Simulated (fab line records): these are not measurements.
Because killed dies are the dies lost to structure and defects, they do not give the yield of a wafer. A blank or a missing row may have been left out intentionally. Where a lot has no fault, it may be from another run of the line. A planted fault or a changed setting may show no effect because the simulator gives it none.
Which of the tools did it? + flow n5 finfet + 72 wafers from 24 lots sampled at 6 of the route's 1938 steps

== WHAT EACH GAUGE READ, for each wafer ==
N5_BEOL_M11_OCD_MEAS_38. Usual: 150.4 nm for trench depth nm, sd 2.9.
| lot  | measured     | on     | trench depth nm (nm) | flag |
|------|--------------|--------|----------------------|------|
| L074 | day 11 01:13 | ocd-01 | 146.8 152.1 147.7    |      |
| L076 | day 11 00:49 | ocd-02 | 146.6 146.9 152.2    |      |
| L075 | day 11 04:40 | ocd-02 | 145.8 146.1 147.7    |      |
| L077 | day 11 22:00 | ocd-01 | 148.2 149.2 147.4    |      |
| L079 | day 12 06:23 | ocd-02 | 151.3 147.3 151.2    |      |
| L078 | day 12 06:20 | ocd-01 | 152.0 152.6 144.0    |      |
| L080 | day 12 06:50 | ocd-02 | 150.9 147.3 148.0    |      |
| L081 | day 12 18:20 | ocd-02 | 153.1 146.7 146.9    |      |
| L083 | day 13 06:14 | ocd-02 | 148.8 152.9 152.9    |      |
| L084 | day 13 10:13 | ocd-01 | 154.4 147.5 153.3    |      |
| L082 | day 13 12:08 | ocd-01 | 151.0 146.1 153.8    |      |
| L085 | day 13 14:46 | ocd-01 | 150.6 152.5 153.2    |      |
| L086 | day 13 18:56 | ocd-02 | 150.6 151.7 145.3    |      |
| L087 | day 13 21:10 | ocd-02 | 150.4 147.5 151.0    |      |
| L089 | day 14 05:11 | ocd-02 | 152.1 156.8 149.0    |      |
| L088 | day 14 17:10 | ocd-01 | 145.0 151.8 153.0    |      |
| L092 | day 14 20:08 | ocd-02 | 154.5 149.0 149.6    |      |
| L091 | day 14 20:18 | ocd-01 | 147.2 153.3 146.5    |      |
| L090 | day 14 21:55 | ocd-01 | 151.6 146.3 146.1    |      |
| L093 | day 15 02:15 | ocd-01 | 150.0 151.4 153.0    |      |
| L094 | day 15 18:19 | ocd-01 | 147.8 152.9 148.3    |      |
| L095 | day 15 20:52 | ocd-02 | 151.9 155.9 152.3    |      |
| L096 | day 16 03:32 | ocd-01 | 152.8 152.1 153.4    |      |
| L097 | day 16 13:05 | ocd-02 | 150.0 150.8 149.6    |      |

N5_BEOL_M11_THK_MEAS_53: measures by xrf. Usual: M11_THK typically reads 140 nm, with standard deviation 3.1.
| lot  | measured     | on            | M11_THK (nm) | flag |
|------|--------------|---------------|--------------|------|
| L074 | day 11 04:04 | film metro-01 | 136 141 138  |      |
| L076 | day 11 03:47 | film metro-01 | 133 135 141  |      |
| L075 | day 11 06:50 | film metro-01 | 137 135 137  |      |
| L077 | day 12 00:22 | film metro-01 | 139 139 137  |      |
| L079 | day 12 08:56 | film metro-01 | 137 136 138  |      |
| L078 | day 12 08:46 | film metro-02 | 140 139 133  |      |
| L080 | day 12 09:14 | film metro-02 | 141 137 139  |      |
| L081 | day 12 20:37 | film metro-02 | 143 137 136  |      |
| L083 | day 13 08:25 | film metro-01 | 139 142 144  |      |
| L084 | day 13 12:12 | film metro-02 | 144 137 143  |      |
| L082 | day 13 14:06 | film metro-01 | 139 135 142  |      |
| L085 | day 13 17:35 | film metro-02 | 140 141 141  |      |
| L086 | day 13 22:54 | film metro-01 | 138 139 133  |      |
| L087 | day 14 00:23 | film metro-01 | 140 139 140  |      |
| L089 | day 14 07:43 | film metro-01 | 142 147 139  |      |
| L088 | day 14 19:45 | film metro-01 | 136 141 140  |      |
| L092 | day 14 23:31 | film metro-01 | 144 137 138  |      |
| L091 | day 15 00:09 | film metro-02 | 137 141 137  |      |
| L090 | day 15 00:41 | film metro-01 | 143 138 138  |      |
| L093 | day 15 04:53 | film metro-02 | 138 139 141  |      |
| L094 | day 15 21:51 | film metro-01 | 138 144 137  |      |
| L095 | day 16 01:20 | film metro-02 | 140 144 140  |      |
| L096 | day 16 05:59 | film metro-01 | 143 143 144  |      |
| L097 | day 16 15:35 | film metro-02 | 140 141 139  |      |

== TOOL THAT RAN EACH LOT (tool first, then ch and the chambers of the sampled wafers, then the start) ==
| lot  | N5_BEOL_M11_STRIP_67               | N5_BEOL_M11_ETCH_41                           | N5_BEOL_M11_PRE_CLEAN_45     | N5_BEOL_M11_ALD_74                  |
|------|------------------------------------|-----------------------------------------------|------------------------------|-------------------------------------|
| L074 | rie diel-04 ch 0,1, day 10 21:14   | rie diel-04 ch 1,2, day 11 01:13 or earlier   | pvd sputter-03, day 11 02:12 | ald metal-01 ch 0,2,3, day 11 02:16 |
| L076 | rie diel-06 ch 2,3, day 10 21:32   | rie diel-06 ch 0,1,3, day 11 00:49 or earlier | pvd sputter-02, day 11 01:36 | ald metal-01 ch 2,3, day 11 01:40   |
| L075 | rie diel-02 ch 2,3, day 11 02:09   | rie diel-02 ch 2,3, day 11 04:40 or earlier   | pvd sputter-03, day 11 05:25 | ald metal-03 ch 1,2,3, day 11 05:29 |
| L077 | rie diel-06 ch 2,3, day 11 19:27   | rie diel-06 ch 0,2,3, day 11 22:00 or earlier | pvd sputter-02, day 11 22:34 | ald metal-04 ch 0,3, day 11 22:41   |
| L079 | rie diel-02 ch 0,1,3, day 12 03:00 | rie diel-02 ch 0,2,3, day 12 06:23 or earlier | pvd sputter-03, day 12 07:03 | ald metal-03 ch 0,1,2, day 12 07:07 |
| L078 | rie diel-06 ch 0,1, day 12 03:10   | rie diel-04 ch 0,2,3, day 12 06:20 or earlier | pvd sputter-01, day 12 07:02 | ald metal-01 ch 2,3, day 12 07:06   |
| L080 | rie diel-04 ch 0,1, day 12 03:50   | rie diel-02 ch 0,1, day 12 06:50 or earlier   | pvd sputter-01, day 12 07:24 | ald metal-01 ch 1,2, day 12 07:37   |
| L081 | rie diel-02 ch 0,1,2, day 12 15:41 | rie diel-04 ch 0,1,3, day 12 18:20 or earlier | pvd sputter-02, day 12 18:53 | ald metal-01 ch 0,2,3, day 12 19:10 |
| L083 | rie diel-04 ch 2,3, day 13 04:08   | rie diel-06 ch 0,1, day 13 06:14 or earlier   | pvd sputter-02, day 13 06:58 | ald metal-03 ch 0,2,3, day 13 07:02 |
| L084 | rie diel-02 ch 2,3, day 13 08:59   | rie diel-04 ch 2,3, day 13 10:13 or earlier   | pvd sputter-03, day 13 10:48 | ald metal-03 ch 0,2,3, day 13 10:52 |
| L082 | rie diel-06 ch 0,2, day 13 10:37   | rie diel-02 ch 0,1,2, day 13 12:08 or earlier | pvd sputter-03, day 13 12:42 | ald metal-03 ch 0,2, day 13 12:47   |
| L085 | rie diel-06 ch 1,2, day 13 12:54   | rie diel-06 ch 1,2, day 13 14:46 or earlier   | pvd sputter-02, day 13 15:22 | ald metal-03 ch 0,2, day 13 15:26   |
| L086 | rie diel-06 ch 0,1,2, day 13 17:02 | rie diel-04 ch 0,2,3, day 13 18:56 or earlier | pvd sputter-03, day 13 21:29 | ald metal-01 ch 1,3, day 13 21:33   |
| L087 | rie diel-06 ch 0,1,2, day 13 19:47 | rie diel-02 ch 0,3, day 13 21:10 or earlier   | pvd sputter-03, day 13 21:57 | ald metal-03 ch 0,2,3, day 13 22:01 |
| L089 | rie diel-06 ch 0,2, day 14 02:49   | rie diel-06 ch 0,1,3, day 14 05:11 or earlier | pvd sputter-01, day 14 06:03 | ald metal-01 ch 0,2, day 14 06:07   |
| L088 | rie diel-02 ch 0,2,3, day 14 14:22 | rie diel-04 ch 0,1,2, day 14 17:10 or earlier | pvd sputter-01, day 14 18:17 | ald metal-03 ch 1,2,3, day 14 18:23 |
| L092 | rie diel-06 ch 0,2,3, day 14 18:25 | rie diel-06 ch 0,1,3, day 14 20:08 or earlier | pvd sputter-02, day 14 22:02 | ald metal-03 ch 0,1, day 14 22:06   |
| L091 | rie diel-06 ch 0,1, day 14 18:42   | rie diel-04 ch 0,1, day 14 20:18 or earlier   | pvd sputter-02, day 14 22:12 | ald metal-01 ch 1,2,3, day 14 22:22 |
| L090 | rie diel-06 ch 0,1,3, day 14 19:20 | rie diel-04 ch 1,2, day 14 21:55 or earlier   | pvd sputter-02, day 14 22:35 | ald metal-03 ch 0,2,3, day 14 22:38 |
| L093 | rie diel-04 ch 1,2, day 14 23:16   | rie diel-06 ch 0,1,2, day 15 02:15 or earlier | pvd sputter-02, day 15 03:04 | ald metal-03 ch 1,2,3, day 15 03:16 |
| L094 | rie diel-06 ch 1,2, day 15 15:55   | rie diel-02 ch 0,1, day 15 18:19 or earlier   | pvd sputter-02, day 15 19:19 | ald metal-01 ch 2,3, day 15 19:31   |
| L095 | rie diel-06 ch 1,3, day 15 19:36   | rie diel-06 ch 1,2,3, day 15 20:52 or earlier | pvd sputter-01, day 15 23:02 | ald metal-01 ch 0,2,3, day 15 23:05 |
| L096 | rie diel-04 ch 1,2,3, day 15 23:58 | rie diel-06 ch 1,2, day 16 03:32 or earlier   | pvd sputter-02, day 16 04:18 | ald metal-03 ch 1,2,3, day 16 04:22 |
| L097 | rie diel-04 ch 0,1, day 16 09:02   | rie diel-06 ch 0,1, day 16 13:05 or earlier   | pvd sputter-03, day 16 13:49 | ald metal-01 ch 0,1, day 16 13:55   |
- N5_BEOL_M11_STRIP_67: strips in CF4.
- N5_BEOL_M11_ETCH_41: etches SiCN in CH3F/O2, target depth 42.6 nm, time 86 s.
- N5_BEOL_M11_PRE_CLEAN_45: time 30 s.
- N5_BEOL_M11_ALD_74: deposits TaN, target thk 2 nm, pulse time 2 s, purge time 3 s.

== WHAT THE TOOLS THEMSELVES READ (means of the sampled wafers that have a number; where no wafer has one, the mark that the record gives instead) ==
N5_BEOL_M11_STRIP_67. Usual: drypump motor current A 5.3 A, standard deviation 0.49; oes product au 0.82 a.u., standard deviation 0.087; rf vpp V 271.5 V, standard deviation 1.6; showerhead plenum p Torr 1.82 Torr, standard deviation 0.063; throttle valve pct 13.53 %, standard deviation 0.28.
| lot  | tool        | drypump motor current A (A) | oes product au (a.u.) | rf vpp V (V) | showerhead plenum p Torr (Torr) | throttle valve pct (%) | flag |
|------|-------------|-----------------------------|-----------------------|--------------|---------------------------------|------------------------|------|
| L074 | rie diel-04 | 5.5                         | 0.85                  | 271.3        | 1.81                            | 13.37                  |      |
| L076 | rie diel-06 | 4.7                         | 0.77                  | 272.2        | 1.86                            | 13.63                  |      |
| L075 | rie diel-02 | 5.6                         | 0.78                  | 271.1        | 1.84                            | 13.75                  |      |
| L077 | rie diel-06 | 4.7                         | 0.83                  | 272.4        | 1.88                            | 13.55                  |      |
| L079 | rie diel-02 | 5.9                         | 0.91                  | 272.1        | 1.87                            | 13.25                  |      |
| L078 | rie diel-06 | 5.1                         | 0.76                  | 269.1        | 1.72                            | 13.75                  |      |
| L080 | rie diel-04 | 5.5                         | 0.83                  | 271.2        | 1.81                            | 13.39                  |      |
| L081 | rie diel-02 | 5.8                         | 0.83                  | 273.0        | 1.88                            | 13.47                  |      |
| L083 | rie diel-04 | 5.4                         | 0.78                  | 272.5        | 1.82                            | 13.55                  |      |
| L084 | rie diel-02 | 5.8                         | 0.93                  | 272.4        | 1.83                            | 13.41                  |      |
| L082 | rie diel-06 | 4.7                         | 0.82                  | 271.8        | 1.84                            | 13.64                  |      |
| L085 | rie diel-06 | 5.0                         | 0.86                  | 272.9        | 1.85                            | 13.47                  |      |
| L086 | rie diel-06 | 5.1                         | 0.81                  | 270.9        | 1.79                            | 13.64                  |      |
| L087 | rie diel-06 | 5.1                         | 0.80                  | 271.8        | 1.79                            | 13.64                  |      |
| L089 | rie diel-06 | 4.7                         | 0.81                  | 272.7        | 1.84                            | 13.65                  |      |
| L088 | rie diel-02 | 5.7                         | 0.89                  | 272.6        | 1.85                            | 13.43                  |      |
| L092 | rie diel-06 | 4.8                         | 0.84                  | 271.6        | 1.82                            | 13.56                  |      |
| L091 | rie diel-06 | 5.1                         | 0.74                  | 269.6        | 1.72                            | 13.81                  |      |
| L090 | rie diel-06 | 5.1                         | 0.83                  | 270.5        | 1.77                            | 13.55                  |      |
| L093 | rie diel-04 | 5.3                         | 0.77                  | 271.4        | 1.80                            | 13.44                  |      |
| L094 | rie diel-06 | 5.4                         | 0.82                  | 270.5        | 1.79                            | 13.50                  |      |
| L095 | rie diel-06 | 5.5                         | 0.85                  | 270.1        | 1.77                            | 13.40                  |      |
| L096 | rie diel-04 | 5.4                         | 0.81                  | 270.6        | 1.81                            | 13.55                  |      |
| L097 | rie diel-04 | 5.5                         | 0.79                  | 270.5        | 1.80                            | 13.47                  |      |

N5_BEOL_M11_ETCH_41. Usual: drypump motor current A 5.4 A, standard deviation 0.46; oes product au 0.83 a.u., standard deviation 0.091; rf vpp V 298.0 V, standard deviation 1.7; showerhead plenum p Torr 2.03 Torr, standard deviation 0.072; throttle valve pct 16.24 %, standard deviation 0.27.
| lot  | tool        | drypump motor current A (A) | oes product au (a.u.) | rf vpp V (V) | showerhead plenum p Torr (Torr) | throttle valve pct (%) | flag |
|------|-------------|-----------------------------|-----------------------|--------------|---------------------------------|------------------------|------|
| L074 | rie diel-04 | 5.3                         | 0.78                  | 297.6        | 2.00                            | 16.14                  |      |
| L076 | rie diel-06 | 5.1                         | 0.76                  | 296.4        | 1.97                            | 16.37                  |      |
| L075 | rie diel-02 | 5.6                         | 0.77                  | 298.6        | 2.07                            | 16.54                  |      |
| L077 | rie diel-06 | 4.8                         | 0.77                  | 297.5        | 2.02                            | 16.40                  |      |
| L079 | rie diel-02 | 5.7                         | 0.83                  | 299.1        | 2.07                            | 16.31                  |      |
| L078 | rie diel-04 | 5.6                         | 0.81                  | 298.0        | 2.04                            | 16.31                  |      |
| L080 | rie diel-02 | 6.0                         | 0.93                  | 300.4        | 2.13                            | 15.90                  |      |
| L081 | rie diel-04 | 5.6                         | 0.77                  | 297.5        | 2.02                            | 16.39                  |      |
| L083 | rie diel-06 | 5.5                         | 0.81                  | 295.9        | 1.93                            | 16.35                  |      |
| L084 | rie diel-04 | 5.4                         | 0.78                  | 297.6        | 2.03                            | 16.30                  |      |
| L082 | rie diel-02 | 5.8                         | 0.92                  | 299.9        | 2.10                            | 16.06                  |      |
| L085 | rie diel-06 | 5.4                         | 0.85                  | 298.2        | 2.01                            | 16.24                  |      |
| L086 | rie diel-04 | 5.5                         | 0.80                  | 298.0        | 2.04                            | 16.33                  |      |
| L087 | rie diel-02 | 5.8                         | 0.86                  | 299.6        | 2.08                            | 16.11                  |      |
| L089 | rie diel-06 | 5.1                         | 0.85                  | 296.4        | 1.96                            | 16.25                  |      |
| L088 | rie diel-04 | 5.4                         | 0.79                  | 298.2        | 2.01                            | 16.13                  |      |
| L092 | rie diel-06 | 5.1                         | 0.83                  | 295.7        | 1.96                            | 16.26                  |      |
| L091 | rie diel-04 | 5.4                         | 0.76                  | 297.5        | 1.99                            | 16.21                  |      |
| L090 | rie diel-04 | 5.4                         | 0.74                  | 297.7        | 1.99                            | 16.20                  |      |
| L093 | rie diel-06 | 5.1                         | 0.79                  | 297.2        | 1.98                            | 16.39                  |      |
| L094 | rie diel-02 | 5.9                         | 0.86                  | 299.7        | 2.12                            | 15.96                  |      |
| L095 | rie diel-06 | 5.1                         | 0.87                  | 298.2        | 2.03                            | 16.17                  |      |
| L096 | rie diel-06 | 5.1                         | 0.83                  | 298.4        | 2.05                            | 16.30                  |      |
| L097 | rie diel-06 | 5.1                         | 0.93                  | 297.2        | 2.07                            | 16.17                  |      |

N5_BEOL_M11_PRE_CLEAN_45. Usual: 340 W for heater power w, sd 34.
| lot  | tool           | heater power w (W) | flag |
|------|----------------|--------------------|------|
| L074 | pvd sputter-03 | 339                |      |
| L076 | pvd sputter-02 | 383                |      |
| L075 | pvd sputter-03 | 331                |      |
| L077 | pvd sputter-02 | 323                |      |
| L079 | pvd sputter-03 | 345                |      |
| L078 | pvd sputter-01 | 340                |      |
| L080 | pvd sputter-01 | 337                |      |
| L081 | pvd sputter-02 | 316                |      |
| L083 | pvd sputter-02 | 345                |      |
| L084 | pvd sputter-03 | 341                |      |
| L082 | pvd sputter-03 | 339                |      |
| L085 | pvd sputter-02 | 320                |      |
| L086 | pvd sputter-03 | 346                |      |
| L087 | pvd sputter-03 | 343                |      |
| L089 | pvd sputter-01 | 319                |      |
| L088 | pvd sputter-01 | 321                |      |
| L092 | pvd sputter-02 | 348                |      |
| L091 | pvd sputter-02 | 320                |      |
| L090 | pvd sputter-02 | 343                |      |
| L093 | pvd sputter-02 | 323                |      |
| L094 | pvd sputter-02 | 353                |      |
| L095 | pvd sputter-01 | 319                |      |
| L096 | pvd sputter-02 | 344                |      |
| L097 | pvd sputter-03 | 352                |      |

N5_BEOL_M11_ALD_74. Usual: heater power w 436 W, standard deviation 32; mfc carrier sccm 1500 sccm, standard deviation 4.5.
| lot  | tool         | heater power w (W) | mfc carrier sccm (sccm) | flag |
|------|--------------|--------------------|-------------------------|------|
| L074 | ald metal-01 | 433                | 1504                    |      |
| L076 | ald metal-01 | 422                | 1507                    |      |
| L075 | ald metal-03 | 430                | 1494                    |      |
| L077 | ald metal-04 | 390                | 1501                    |      |
| L079 | ald metal-03 | 463                | 1501                    |      |
| L078 | ald metal-01 | 420                | 1499                    |      |
| L080 | ald metal-01 | 411                | 1498                    |      |
| L081 | ald metal-01 | 427                | 1499                    |      |
| L083 | ald metal-03 | 458                | 1497                    |      |
| L084 | ald metal-03 | 454                | 1506                    |      |
| L082 | ald metal-03 | 476                | 1498                    |      |
| L085 | ald metal-03 | 480                | 1501                    |      |
| L086 | ald metal-01 | 419                | 1500                    |      |
| L087 | ald metal-03 | 462                | 1495                    |      |
| L089 | ald metal-01 | 414                | 1499                    |      |
| L088 | ald metal-03 | 442                | 1498                    |      |
| L092 | ald metal-03 | 458                | 1499                    |      |
| L091 | ald metal-01 | 428                | 1500                    |      |
| L090 | ald metal-03 | 453                | 1504                    |      |
| L093 | ald metal-03 | 436                | 1496                    |      |
| L094 | ald metal-01 | 408                | 1498                    |      |
| L095 | ald metal-01 | 416                | 1501                    |      |
| L096 | ald metal-03 | 442                | 1502                    |      |
| L097 | ald metal-01 | 402                | 1496                    |      |

== THE ANSWER, worked out from the rows above alone ==
Rule: take the mean of a lot's wafers that have a number; if it is more than 3 standard deviations from the usual mean, the lot is off. A lot without any number at a reading at which 4 lots or more have one is off too. The other lots that the step has rows for count as sound. Order of review: gauges by route order, followed by the tools' own readings, for which a lot's mean as printed above is used. At the first step where some lot is off, the reading lying furthest off is the one used; lots without a number count as furthest.
No lot is off on any of the readings shown, so nothing can be concluded from this.

== WHAT THE SIMULATOR HAD PUT IN ==
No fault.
